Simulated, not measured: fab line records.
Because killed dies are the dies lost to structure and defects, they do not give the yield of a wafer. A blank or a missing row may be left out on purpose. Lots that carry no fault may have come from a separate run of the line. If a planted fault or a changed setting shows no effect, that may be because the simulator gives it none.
Chamber matching | flow n5-finfet | N5_PMOS_HMC_CHANNEL_EPI_HM_OPEN_15 on rie-diel-04 has 4 sister chambers
The step chemistry CHF3/O2, target SiO2, target depth 40.6 nm, time 20.3 s. 20 wafers are shown with their chamber, then 10 later ones without.

EACH WAFER AND ITS CHAMBER
wafer  | chamber | rf-vpp-V (V) | showerhead-plenum-p-Torr (Torr) | throttle-valve-pct (%)
L077.1 | 2       | 549          | 2.40                            | 18.92
L077.4 | 0       | 534          | 2.41                            | 18.57
L077.5 | 2       | 549          | 2.39                            | 18.94
L078.2 | 3       | 510          | 2.54                            | 19.34
L078.5 | 2       | 547          | 2.39                            | 18.92
L078.6 | 0       | 534          | 2.41                            | 18.58
L079.1 | 3       | 510          | 2.54                            | 19.34
L079.2 | 2       | 548          | 2.39                            | 18.94
L079.3 | 0       | 533          | 2.41                            | 18.57
L081.2 | 2       | 549          | 2.39                            | 18.92
L081.4 | 0       | 532          | 2.41                            | 18.59
L081.5 | 3       | 512          | 2.54                            | 19.32
L089.1 | 2       | 547          | 2.39                            | 18.97
L089.2 | 1       | 551          | 2.36                            | 19.10
L089.3 | 0       | 533          | 2.40                            | 18.62
L091.1 | 1       | 550          | 2.35                            | 19.12
L091.5 | 2       | 548          | 2.38                            | 18.95
L091.6 | 1       | 551          | 2.35                            | 19.08
L092.3 | 1       | 551          | 2.35                            | 19.10
L092.4 | 0       | 533          | 2.40                            | 18.62

SIGNATURES, as means of the wafers listed above
reading                  | chamber 0 | chamber 1 | chamber 2 | chamber 3 | scatter within a chamber
rf-vpp-V                 | 533.17    | 550.75    | 548.14    | 510.67    | 0.833
showerhead-plenum-p-Torr | 2.4067    | 2.3525    | 2.3900    | 2.5400    | 0.00505
throttle-valve-pct       | 18.5917   | 19.1000   | 18.9371   | 19.3333   | 0.0192
Rule: a wafer lies at a distance from a chamber equal to the root of the sum of squares, over the readings, of (its reading less the chamber's mean, divided by the reading's scatter). The wafer belongs to the nearest chamber; if the next one is less than 2 further off, it can't be placed. How the scatter is found: for the shown wafers, subtract from each reading the mean of its chamber, square and add these, divide the total by (wafers less chambers), then take the root.

WAFERS WITH NO CHAMBER GIVEN
wafer  | rf-vpp-V (V) | showerhead-plenum-p-Torr (Torr) | throttle-valve-pct (%)
L092.5 | 533          | 2.40                            | 18.62
L094.1 | 531          | 2.40                            | 18.63
L094.2 | 546          | 2.38                            | 18.98
L094.4 | 552          | 2.35                            | 19.11
L095.1 | 509          | 2.52                            | 19.40
L095.3 | 546          | 2.38                            | 18.99
L095.4 | 552          | 2.35                            | 19.12
L097.3 | 553          | 2.35                            | 19.11
L097.5 | 534          | 2.40                            | 18.64
L097.6 | 512          | 2.52                            | 19.40

THE CHAMBER EACH PASSED THROUGH
wafer  | from the rows above | in truth
L092.5 | 0                   | 0
L094.1 | 0                   | 0
L094.2 | 2                   | 2
L094.4 | 1                   | 1
L095.1 | 3                   | 3
L095.3 | 2                   | 2
L095.4 | 1                   | 1
L097.3 | 1                   | 1
L097.5 | 0                   | 0
L097.6 | 3                   | 3
Placed correctly: 10 of 10. Can't be placed from these rows: 0. Wrongly placed: 0.
